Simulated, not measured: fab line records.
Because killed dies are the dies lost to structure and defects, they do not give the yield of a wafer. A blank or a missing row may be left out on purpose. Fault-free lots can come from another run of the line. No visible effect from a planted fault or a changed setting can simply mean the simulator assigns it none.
A lot that was struck, set against a sound lot | flow nand_harc | 13 steps out of a route of 1302
Sound: the wafers L482.1, L482.3, L482.5. Struck: wafer L495.3; the same lot's L495.4 was not struck, so it is left out; see the end for the cause.
Per side, at each step with rows, come the tool, then ch with its chambers, and then its first start. Under that, the readings that differ: sound wafers | struck wafers | difference of the means | sigmas: that difference in standard deviations of wafers without a fault.
alike: words and numbers the same on both sides, and readings whose means are apart by under 2 such deviations; not compared: readings that were withheld, readings missing a value for some wafer, numbers with overlapping values and no deviation given by the record, and bounds like >300 which may hide the same value.
A row with sigmas, a row that says differs or no value, or rows on one side alone: a step with any of these is where the two part. Non-overlapping numbers with no deviation appear without sigmas and do not part them. Lack of a reading on every wafer of one side parts them only where that side has two or more wafers.

NHARC_A_STAIRCASE_TRIM_14: chemistry O2, time 211.2 s.
  sound: rie_diel-12 ch 1,2,3; struck: rie_diel-03 ch 0
  alike: drypump_motor_current_A, o2_flow_sccm, oes_product_au, rf_vpp_V, showerhead_plenum_p_Torr, throttle_valve_pct
  not compared: rf_hours_counter_h
then, 3 steps without rows for these wafers: NHARC_A_STAIRCASE_ETCH_15 (etches the open film in C4F8/O2, target depth 100 nm, time 40.5 s); NHARC_A_STAIRCASE_TRIM_16 (chemistry O2, time 211.2 s); NHARC_A_STAIRCASE_ETCH_17 (etches the open film in C4F8/O2, target depth 100 nm, time 40.5 s).
NHARC_A_STAIRCASE_TRIM_18: chemistry O2, time 211.2 s.
  sound: rie_diel-12 ch 0,1,3; struck: rie_diel-03 ch 0
  reading                     | sound          | struck | difference | sigmas
  drypump_motor_current_A (A) | 5.69 5.49 5.51 | 4.95   | -0.61      | -2
  alike: o2_flow_sccm, oes_product_au, rf_vpp_V, showerhead_plenum_p_Torr, throttle_valve_pct
  not compared: rf_hours_counter_h
then, 3 steps without rows for these wafers: NHARC_A_STAIRCASE_ETCH_19 (etches the open film in C4F8/O2, target depth 100 nm, time 40.5 s); NHARC_A_STAIRCASE_TRIM_20 (chemistry O2, time 211.2 s); NHARC_A_STAIRCASE_ETCH_21 (etches the open film in C4F8/O2, target depth 100 nm, time 40.5 s).
NHARC_A_STAIRCASE_TRIM_22: chemistry O2, time 211.2 s.
  sound: rie_diel-03 ch 2,3; struck: rie_diel-12 ch 3
  alike: drypump_motor_current_A, o2_flow_sccm, oes_product_au, rf_vpp_V, showerhead_plenum_p_Torr, throttle_valve_pct
  not compared: rf_hours_counter_h
NHARC_A_STAIRCASE_ETCH_23: etches the open film in C4F8/O2, target depth 100 nm, time 40.5 s.
  sound: rie_diel-03 ch 1,3; struck: rie_diel-12 ch 3
  alike: oes_product_au, rf_vpp_V, run_length_s
  not compared: rf_hours_counter_h
NHARC_A_STAIRCASE_TRIM_24: chemistry O2, time 211.2 s.
  sound: rie_diel-03 ch 0,3; struck: rie_diel-12 ch 0
  alike: drypump_motor_current_A, o2_flow_sccm, oes_product_au, rf_vpp_V, showerhead_plenum_p_Torr, throttle_valve_pct
  not compared: rf_hours_counter_h
NHARC_A_STAIRCASE_ETCH_25: etches the open film in C4F8/O2, target depth 100 nm, time 40.5 s.
  sound on rie_diel-03 ch 1,3, day 16 02:29; struck on rie_diel-12 ch 1, day 20 21:07
  reading          | sound          | struck | difference | sigmas
  run_length_s (s) | 61.2 61.9 61.0 | 71.7   | +10.3      | +20
  alike: oes_product_au, rf_vpp_V
  not compared: rf_hours_counter_h
then, 1 step without rows for these wafers: NHARC_A_STAIRCASE_TRIM_26 (chemistry O2, time 211.2 s).

## WHERE THEY PART
At NHARC_A_STAIRCASE_TRIM_18 first; at NHARC_A_STAIRCASE_ETCH_25 last (within this record only).

WHY: what the simulator had put in
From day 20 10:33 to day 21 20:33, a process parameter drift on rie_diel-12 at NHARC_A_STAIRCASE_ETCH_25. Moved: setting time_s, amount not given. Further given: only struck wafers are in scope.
